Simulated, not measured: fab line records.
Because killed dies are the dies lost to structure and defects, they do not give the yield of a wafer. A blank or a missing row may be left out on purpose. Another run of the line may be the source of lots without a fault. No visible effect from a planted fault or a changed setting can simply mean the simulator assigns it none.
What tool caused it? / flow n5-finfet / 6 lots with 14 wafers sampled at 4 steps, on a route of 1938 steps

WHAT EACH GAUGE READ, for each wafer
N5_ILD0_THK_MEAS_13.
lot=L589; measured=day 3 23:38; on=film-metro-01; thk-nm (nm)=15.9 18.0
lot=L591; measured=day 4 12:10; on=film-metro-01; thk-nm (nm)=17.9 18.3
lot=L598; measured=day 6 11:20; on=film-metro-02; thk-nm (nm)=11.2 11.3
lot=L605; measured=day 8 05:19; on=film-metro-02; thk-nm (nm)=19.1 18.0
lot=L608; measured=day 8 19:37; on=film-metro-02; thk-nm (nm)=16.8 18.7 16.7
lot=L611; measured=day 9 14:16; on=film-metro-01; thk-nm (nm)=16.8 15.9 16.0

WHICH TOOL RAN EACH LOT (tool, then ch and the chambers of the sampled wafers, then the start)
lot=L589; N5_SD_EPI_P_ETCH_16=rie-diel-02 ch 0,1, day 3 13:07; N5_ILD0_ALD_15=ald-sin-04 ch 2, day 3 21:08; N5_ILD0_CMP_12=cmp-04 ch 2,3, day 3 23:27
lot=L591; N5_SD_EPI_P_ETCH_16=rie-diel-01 ch 0,2, day 4 02:02; N5_ILD0_ALD_15=ald-sin-03 ch 0, day 4 09:40; N5_ILD0_CMP_12=cmp-03 ch 0,3, day 4 11:52
lot=L598; N5_SD_EPI_P_ETCH_16=rie-diel-02 ch 0,3, day 6 01:15; N5_ILD0_ALD_15=ald-sin-04 ch 2,3, day 6 08:50; N5_ILD0_CMP_12=cmp-03 ch 1,3, day 6 11:02
lot=L605; N5_SD_EPI_P_ETCH_16=rie-diel-01 ch 0,2, day 7 19:05; N5_ILD0_ALD_15=ald-sin-03 ch 0, day 8 02:49; N5_ILD0_CMP_12=cmp-03 ch 0,3, day 8 05:08
lot=L608; N5_SD_EPI_P_ETCH_16=rie-diel-01 ch 1,2, day 8 09:16; N5_ILD0_ALD_15=ald-sin-03 ch 1,2, day 8 17:07; N5_ILD0_CMP_12=cmp-03 ch 0,3, day 8 19:19
lot=L611; N5_SD_EPI_P_ETCH_16=rie-diel-03 ch 0,1, day 9 03:33; N5_ILD0_ALD_15=ald-sin-02 ch 1,3, day 9 11:46; N5_ILD0_CMP_12=cmp-03 ch 0,1, day 9 14:00
- N5_SD_EPI_P_ETCH_16: etches SiO2 in CHF3/O2, target depth 5 nm.
- N5_ILD0_ALD_15: deposits SiNx, target thk 24 nm, pulse time 1 s, ald cycles 480.
- N5_ILD0_CMP_12: polishes SiNx, stops on poly-Si, t overpolish 6 s, target thk 17.67 nm.

THE ANSWER, worked out from the rows above alone
Rule: the lots themselves supply what counts as usual. The widest of any qualifying gaps counts: lots, ordered by their means at a reading, are off when they make up no more than a third of the lots, leave a main group of 4 or more, and stand apart from it by 3 or more times the standard deviation of that group's means. Not used: any main group whose means are identical at the precision the tables above print for the reading. A lot without any number at a reading at which 4 lots or more have one is off too. Any other lot the step has rows for is counted as sound.
Off at N5_ILD0_THK_MEAS_13 (thk-nm): L598. Main group: mean 17.4 nm, sd 0.82.
A tool fits if, at a process step before that reading, it ran every lot that is off, and no sound lot after the first of them. Those tools and the gauges at N5_ILD0_THK_MEAS_13 are tried in the same way. Undecided on this evidence; 2 tools fit (rie-diel-02 at N5_SD_EPI_P_ETCH_16, ald-sin-04 at N5_ILD0_ALD_15).

WHAT HAD BEEN PUT IN BY THE SIMULATOR
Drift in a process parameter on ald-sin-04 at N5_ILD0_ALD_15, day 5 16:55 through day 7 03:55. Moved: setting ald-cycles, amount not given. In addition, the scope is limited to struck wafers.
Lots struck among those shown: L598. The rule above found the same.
